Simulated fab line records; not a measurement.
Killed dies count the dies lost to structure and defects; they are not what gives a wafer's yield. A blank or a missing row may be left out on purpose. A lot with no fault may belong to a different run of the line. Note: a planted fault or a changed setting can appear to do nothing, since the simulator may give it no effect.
Matching of chambers || flow n5_finfet || ald_sin-03 running N5_ILD0_LINER_00: 4 sister chambers
The step material SiNx, target thk 4 nm, pulse time 1 s, purge time 2 s. 4 wafers are shown with their chamber, then 8 later ones without.

WAFERS WITH THEIR CHAMBER
{"wafer": "L079.1", "chamber": 1, "heater_power_w (W)": 787}
{"wafer": "L087.1", "chamber": 2, "heater_power_w (W)": 797}
{"wafer": "L087.4", "chamber": 3, "heater_power_w (W)": 946}
{"wafer": "L091.2", "chamber": 0, "heater_power_w (W)": 802}

WAFERS WITH NO CHAMBER GIVEN
{"wafer": "L091.3", "heater_power_w (W)": 781}
{"wafer": "L091.5", "heater_power_w (W)": 908}
{"wafer": "L093.1", "heater_power_w (W)": 796}
{"wafer": "L093.5", "heater_power_w (W)": 801}
{"wafer": "L093.6", "heater_power_w (W)": 797}
{"wafer": "L095.1", "heater_power_w (W)": 796}
{"wafer": "L095.3", "heater_power_w (W)": 792}
{"wafer": "L095.5", "heater_power_w (W)": 959}

CHAMBER TAKEN BY EACH
{"wafer": "L091.3", "from the rows above": "can't be placed: 1 or 2 or 0", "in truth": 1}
{"wafer": "L091.5", "from the rows above": 3, "in truth": 3}
{"wafer": "L093.1", "from the rows above": "can't be placed: 2 or 0 or 1", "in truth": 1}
{"wafer": "L093.5", "from the rows above": "can't be placed: 0 or 2 or 1", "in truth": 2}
{"wafer": "L093.6", "from the rows above": "can't be placed: 2 or 0 or 1", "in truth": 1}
{"wafer": "L095.1", "from the rows above": "can't be placed: 2 or 0 or 1", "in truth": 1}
{"wafer": "L095.3", "from the rows above": "can't be placed: 1 or 2 or 0", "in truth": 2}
{"wafer": "L095.5", "from the rows above": 3, "in truth": 3}
Correctly placed: 2 of 8. Not placeable from these rows: 6 (in 6, the candidates include the true chamber). 0 placed wrongly.
How it was worked out, from the rows above alone: a wafer's distance from a chamber is the root of the sum, over the readings, of the square of ((its reading less the chamber's mean) divided by the reading's scatter). If the next closest chamber is less than 2 further off than the closest, the wafer can't be placed; otherwise it belongs to the closest. For every chamber, the mean is computed from those of its wafers that are shown. The scatter: with one shown wafer a chamber, the root of the mean of the squares of how far each hidden wafer lies from its nearest shown one.
